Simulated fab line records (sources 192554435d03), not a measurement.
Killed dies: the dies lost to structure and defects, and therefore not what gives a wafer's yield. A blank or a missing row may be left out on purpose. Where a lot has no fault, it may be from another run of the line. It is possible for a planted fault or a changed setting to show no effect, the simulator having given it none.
Split-lot study + flow n5-finfet + on a route of 1938 steps: 7 lots, 21 wafers read

THE SPLIT
At N5_BEOL_M0_TRENCH_ETCH_107 (etches SiOC in C4F6/O2, target depth 32.8 nm, time 16.4 s), the setting target-depth-a was moved away from the recipe's 328 angstrom on 5 of the 21 wafers read, by -5.1% to +11.3%. The other wafers ran this setting at the recipe's value.

FROM THE SPLIT TO THE READING: what the file shows between them, 1 step
- N5_BEOL_M0_STRIP_142: strips in N2/H2, time 10 s

THE READING
trench-depth-nm, in nm, at N5_BEOL_M0_OCD_MEAS_108. Typical for fault-free wafers on this fab line: 33.0 nm, with standard deviation 0.56 nm.

| wafer  | tool, chamber at the split | target-depth-a as run, angstrom | against the recipe | trench-depth-nm, nm | against lot-mates on the recipe |
|--------|----------------------------|---------------------------------|--------------------|---------------------|---------------------------------|
| L077.2 | rie-diel-04, 0             | 328                             | recipe             | 33.7                | -                               |
| L077.4 | rie-diel-04, 1             | 328                             | recipe             | 33.6                | -                               |
| L077.6 | rie-diel-04, 3             | 328                             | recipe             | 32.8                | -                               |
| L084.2 | rie-diel-04, 1             | 357.7                           | +9.1%              | 36.9                | +3.7                            |
| L084.3 | rie-diel-04, 2             | 328                             | recipe             | 33.2                | -                               |
| L084.5 | rie-diel-04, 1             | 357.7                           | +9.1%              | 37.0                | +3.8                            |
| L089.1 | rie-diel-02, 1             | 311.4                           | -5.1%              | 30.8                | -2.1                            |
| L089.4 | rie-diel-02, 3             | 328                             | recipe             | 32.7                | -                               |
| L089.6 | rie-diel-02, 3             | 328                             | recipe             | 33.1                | -                               |
| L090.4 | rie-diel-04, 1             | 328                             | recipe             | 34.3                | -                               |
| L090.5 | rie-diel-04, 3             | 328                             | recipe             | 33.0                | -                               |
| L090.6 | rie-diel-04, 2             | 328                             | recipe             | 32.8                | -                               |
| L093.1 | rie-diel-02, 2,1           | 365.2                           | +11.3%             | 35.0                | +2.8                            |
| L093.3 | rie-diel-02, 2,1           | 365.2                           | +11.3%             | 35.7                | +3.5                            |
| L093.6 | rie-diel-02, 1             | 328                             | recipe             | 32.2                | -                               |
| L092.1 | rie-diel-04, 0             | 328                             | recipe             | 33.7                | -                               |
| L092.3 | rie-diel-04, 1             | 328                             | recipe             | 34.5                | -                               |
| L092.4 | rie-diel-04, 3             | 328                             | recipe             | 32.5                | -                               |
| L096.2 | rie-diel-05, 0             | 328                             | recipe             | 33.2                | -                               |
| L096.3 | rie-diel-05, 3             | 328                             | recipe             | 33.1                | -                               |
| L096.6 | rie-diel-05, 1             | 328                             | recipe             | 33.5                | -                               |
If several chambers appear in one row, that row covers several wafers at once and the file leaves open which wafer was in which chamber.

THE FIT
A straight line over all 21 wafers: trench-depth-nm changes by +0.289 nm for each +1% of target-depth-a; r = +0.85; the points scatter about the line by 0.79 nm.
The same after taking each lot's own level away (the mean of its wafers on the recipe; 21 wafers): +0.337 nm for each +1%; r = +0.94; scatter 0.58 nm.
According to that fit, moving target-depth-a by its largest amount changes the reading by 3.8 nm.
The lots' own levels span 32.20 to 33.57 nm, that is 2.4 times the standard deviation above.
Thus the slope moves with the lot-to-lot level: the two fits are different.
Check: for one of the wafers moved furthest among these (+11.3%), held out of the fit, the line's prediction against its lot-mates is +4.21 nm. Against them it came out at +2.8 nm.

FURTHER SPLITS ON THESE WAFERS
Before the reading, these wafers also passed through other splits. Each is held against what the fit with the lots' levels taken away leaves over:
| other split on the same wafers            | wafers away from the commonest value | r with trench-depth-nm (lot level and that fit taken away) |
|-------------------------------------------|--------------------------------------|------------------------------------------------------------|
| N5_SDB_COAT_05 spin-rpm                   | 5                                    | -0.48                                                      |
| N5_HKMG_FIN_COAT_66 spin-rpm              | 8                                    | +0.02                                                      |
| N5_MOL_CONTACT_COAG_CVD_140 target-thk-a  | 9                                    | +0.22                                                      |
| N5_BEOL_M0_SAQP_SPACER1_ALD_98 ald-cycles | 6                                    | -0.17                                                      |
| N5_BEOL_M0_SAQP_ETCH_106 target-depth-a   | 4                                    | +0.08                                                      |
| N5_BEOL_M0_ETCH_138 source-w              | 7                                    | -0.06                                                      |

THE WHOLE CHAIN: every reading that the file lists as answering this split, in the file's order
| step                       | what it does                                              | reading                                                                   | change (the file's fit)               | r (the file's) |
|----------------------------|-----------------------------------------------------------|---------------------------------------------------------------------------|---------------------------------------|----------------|
| N5_BEOL_M0_TRENCH_ETCH_107 | etches SiOC in C4F6/O2, target depth 32.8 nm, time 16.4 s | BEOL_M0.feature-depth-nm (the simulator's own value, which no gauge read) | +0.354 nm for each +1% of the setting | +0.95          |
| N5_BEOL_M0_OCD_MEAS_108    |                                                           | trench-depth-nm                                                           | +0.341 nm for each +1% of the setting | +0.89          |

FILE'S OWN FIT
trench-depth-nm changes by +0.341 nm for each +1% of target-depth-a, r = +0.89.
